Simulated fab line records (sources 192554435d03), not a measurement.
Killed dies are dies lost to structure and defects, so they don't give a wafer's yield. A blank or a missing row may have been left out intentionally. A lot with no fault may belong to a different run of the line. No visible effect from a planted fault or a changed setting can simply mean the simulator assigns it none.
Split-lot study / flow n5_finfet / route with 1938 steps; 7 lots, 39 wafers read

== THE SPLIT ==
At N5_BEOL_M3_ILD_DEP_00 (deposits SiOC from DEMS/O2, target thk 79 nm, time 15.3 s), the setting time_s was moved away from the recipe's 15.3 s on 9 of the 39 wafers read, by -19.2% to +27.1%. All remaining wafers had this setting at the recipe value.

Split to reading: the file shows no intervening step.

== THE READING ==
M3_ILD_THK at N5_BEOL_M3_THK_MEAS_01, in nm. A value of 79.0 nm with a standard deviation of 0.98 nm is what fault-free wafers of this fab line usually give.

wafer=L075.1; tool, chamber at the split=pecvd-03, 0; time_s as run, s=15.3; against the recipe=recipe; M3_ILD_THK, nm=78.7; against lot-mates on the recipe=-
wafer=L075.2; tool, chamber at the split=pecvd-03, 2; time_s as run, s=15.3; against the recipe=recipe; M3_ILD_THK, nm=78.1; against lot-mates on the recipe=-
wafer=L075.3; tool, chamber at the split=pecvd-03, 1; time_s as run, s=15.3; against the recipe=recipe; M3_ILD_THK, nm=77.5; against lot-mates on the recipe=-
wafer=L075.4; tool, chamber at the split=pecvd-03, 2; time_s as run, s=15.3; against the recipe=recipe; M3_ILD_THK, nm=79.6; against lot-mates on the recipe=-
wafer=L075.5; tool, chamber at the split=pecvd-03, 0; time_s as run, s=15.3; against the recipe=recipe; M3_ILD_THK, nm=79.7; against lot-mates on the recipe=-
wafer=L075.6; tool, chamber at the split=pecvd-03, 1; time_s as run, s=15.3; against the recipe=recipe; M3_ILD_THK, nm=78.3; against lot-mates on the recipe=-
wafer=L076.1; tool, chamber at the split=pecvd-03, 1; time_s as run, s=15.3; against the recipe=recipe; M3_ILD_THK, nm=78.1; against lot-mates on the recipe=-
wafer=L076.2; tool, chamber at the split=pecvd-03, 2; time_s as run, s=15.3; against the recipe=recipe; M3_ILD_THK, nm=77.6; against lot-mates on the recipe=-
wafer=L076.3; tool, chamber at the split=pecvd-03, 0; time_s as run, s=15.3; against the recipe=recipe; M3_ILD_THK, nm=77.5; against lot-mates on the recipe=-
wafer=L076.4; tool, chamber at the split=pecvd-03, 0,1; time_s as run, s=15.3; against the recipe=recipe; M3_ILD_THK, nm=78.2; against lot-mates on the recipe=-
wafer=L076.5; tool, chamber at the split=pecvd-03, 2; time_s as run, s=15.3; against the recipe=recipe; M3_ILD_THK, nm=78.5; against lot-mates on the recipe=-
wafer=L076.6; tool, chamber at the split=pecvd-03, 0,1; time_s as run, s=15.3; against the recipe=recipe; M3_ILD_THK, nm=78.2; against lot-mates on the recipe=-
wafer=L078.1; tool, chamber at the split=pecvd-02, 0; time_s as run, s=19.44; against the recipe=+27.1%; M3_ILD_THK, nm=100.2; against lot-mates on the recipe=+21.1
wafer=L078.2; tool, chamber at the split=pecvd-02, 1; time_s as run, s=15.3; against the recipe=recipe; M3_ILD_THK, nm=78.2; against lot-mates on the recipe=-
wafer=L078.3; tool, chamber at the split=pecvd-02, 2; time_s as run, s=15.3; against the recipe=recipe; M3_ILD_THK, nm=79.1; against lot-mates on the recipe=-
wafer=L078.4; tool, chamber at the split=pecvd-02, 1; time_s as run, s=19.44; against the recipe=+27.1%; M3_ILD_THK, nm=101.6; against lot-mates on the recipe=+22.5
wafer=L078.5; tool, chamber at the split=pecvd-02, 0; time_s as run, s=19.44; against the recipe=+27.1%; M3_ILD_THK, nm=101.5; against lot-mates on the recipe=+22.4
wafer=L078.6; tool, chamber at the split=pecvd-02, 2; time_s as run, s=15.3; against the recipe=recipe; M3_ILD_THK, nm=79.9; against lot-mates on the recipe=-
wafer=L082.1; tool, chamber at the split=pecvd-04, 2; time_s as run, s=15.3; against the recipe=recipe; M3_ILD_THK, nm=78.0; against lot-mates on the recipe=-
wafer=L082.3; tool, chamber at the split=pecvd-04, 0; time_s as run, s=15.3; against the recipe=recipe; M3_ILD_THK, nm=78.7; against lot-mates on the recipe=-
wafer=L082.4; tool, chamber at the split=pecvd-04, 1; time_s as run, s=15.3; against the recipe=recipe; M3_ILD_THK, nm=79.4; against lot-mates on the recipe=-
wafer=L085.1; tool, chamber at the split=pecvd-04, 0; time_s as run, s=15.3; against the recipe=recipe; M3_ILD_THK, nm=78.2; against lot-mates on the recipe=-
wafer=L085.2; tool, chamber at the split=pecvd-04, 1; time_s as run, s=15.3; against the recipe=recipe; M3_ILD_THK, nm=76.2; against lot-mates on the recipe=-
wafer=L085.3; tool, chamber at the split=pecvd-04, 2; time_s as run, s=18.91; against the recipe=+23.6%; M3_ILD_THK, nm=96.1; against lot-mates on the recipe=+18.2
wafer=L085.4; tool, chamber at the split=pecvd-04, 0; time_s as run, s=15.3; against the recipe=recipe; M3_ILD_THK, nm=79.4; against lot-mates on the recipe=-
wafer=L085.5; tool, chamber at the split=pecvd-04, 1; time_s as run, s=18.91; against the recipe=+23.6%; M3_ILD_THK, nm=97.3; against lot-mates on the recipe=+19.4
wafer=L085.6; tool, chamber at the split=pecvd-04, 2; time_s as run, s=18.91; against the recipe=+23.6%; M3_ILD_THK, nm=97.9; against lot-mates on the recipe=+20.0
wafer=L092.1; tool, chamber at the split=pecvd-02, 0; time_s as run, s=12.36; against the recipe=-19.2%; M3_ILD_THK, nm=63.8; against lot-mates on the recipe=-15.6
wafer=L092.2; tool, chamber at the split=pecvd-02, 2; time_s as run, s=15.3; against the recipe=recipe; M3_ILD_THK, nm=78.2; against lot-mates on the recipe=-
wafer=L092.3; tool, chamber at the split=pecvd-02, 2; time_s as run, s=15.3; against the recipe=recipe; M3_ILD_THK, nm=79.9; against lot-mates on the recipe=-
wafer=L092.4; tool, chamber at the split=pecvd-02, 0; time_s as run, s=15.3; against the recipe=recipe; M3_ILD_THK, nm=80.1; against lot-mates on the recipe=-
wafer=L092.5; tool, chamber at the split=pecvd-02, 2; time_s as run, s=12.36; against the recipe=-19.2%; M3_ILD_THK, nm=64.2; against lot-mates on the recipe=-15.2
wafer=L092.6; tool, chamber at the split=pecvd-02, 0; time_s as run, s=12.36; against the recipe=-19.2%; M3_ILD_THK, nm=65.0; against lot-mates on the recipe=-14.4
wafer=L094.1; tool, chamber at the split=pecvd-04, 2; time_s as run, s=15.3; against the recipe=recipe; M3_ILD_THK, nm=78.4; against lot-mates on the recipe=-
wafer=L094.2; tool, chamber at the split=pecvd-04, 0; time_s as run, s=15.3; against the recipe=recipe; M3_ILD_THK, nm=79.1; against lot-mates on the recipe=-
wafer=L094.3; tool, chamber at the split=pecvd-04, 1; time_s as run, s=15.3; against the recipe=recipe; M3_ILD_THK, nm=77.7; against lot-mates on the recipe=-
wafer=L094.4; tool, chamber at the split=pecvd-04, 1; time_s as run, s=15.3; against the recipe=recipe; M3_ILD_THK, nm=78.7; against lot-mates on the recipe=-
wafer=L094.5; tool, chamber at the split=pecvd-04, 2; time_s as run, s=15.3; against the recipe=recipe; M3_ILD_THK, nm=79.2; against lot-mates on the recipe=-
wafer=L094.6; tool, chamber at the split=pecvd-04, 0; time_s as run, s=15.3; against the recipe=recipe; M3_ILD_THK, nm=80.1; against lot-mates on the recipe=-
Where a row lists several chambers, the file gives one row for several wafers and doesn't say which wafer went through which chamber.

FIT RESULTS
A straight line over all 39 wafers: M3_ILD_THK changes by +0.793 nm for each +1% of time_s; r = +0.99; the points scatter about the line by 0.94 nm.
The same after taking each lot's own level away (the mean of its wafers on the recipe; 39 wafers): +0.806 nm for each +1%; r = +1.00; scatter 0.77 nm.
Per that fit: largest time_s move, reading shift of 22 nm.
Across the lots, their own levels run from 77.93 to 79.40 nm, a range of 1.5 times the standard deviation given above.
So the lot-to-lot level changes the slope little: the two slopes agree.
Check: with one of the wafers moved furthest among these (+27.1%) left out of the fit, the line predicts +22 nm for it against its lot-mates. Against them it came out at +21.1 nm.

== OTHER SPLITS ON THESE WAFERS ==
Other splits were also applied to these wafers ahead of the reading. Each is held against what the fit with the lots' levels taken away leaves over:
other split on the same wafers=N5_ZERO_LAYER_PECVD_02 time_s; wafers away from the commonest value=15; r with M3_ILD_THK (lot level and that fit taken away)=+0.16
other split on the same wafers=N5_FIN_SAQP_PECVD_47 time_s; wafers away from the commonest value=15; r with M3_ILD_THK (lot level and that fit taken away)=-0.13
other split on the same wafers=N5_SD_EPI_N_EPI_21 epi_growth_time_s; wafers away from the commonest value=15; r with M3_ILD_THK (lot level and that fit taken away)=-0.12
other split on the same wafers=N5_SD_EPI_P_EPI_21 time_s; wafers away from the commonest value=9; r with M3_ILD_THK (lot level and that fit taken away)=-0.12
other split on the same wafers=N5_BEOL_M2_ETCHBACK_99 target_depth_a; wafers away from the commonest value=18; r with M3_ILD_THK (lot level and that fit taken away)=+0.15

== THE WHOLE CHAIN: every reading that the file lists as answering this split, in the file's order ==
step=N5_BEOL_M3_ILD_DEP_00; what it does=deposits SiOC from DEMS/O2, target thk 79 nm, time 15.3 s; reading=SiOC_of_BEOL_M3_ILD_DEP_00.thk_nm (the simulator's own value, which no gauge read); change (the file's fit)=+0.807 nm for each +1% of the setting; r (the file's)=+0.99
step=N5_BEOL_M3_THK_MEAS_01; what it does=; reading=M3_ILD_THK; change (the file's fit)=+0.807 for each +1% of the setting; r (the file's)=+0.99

== FILE'S OWN FIT ==
M3_ILD_THK changes by +0.807 nm for each +1% of time_s, r = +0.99.
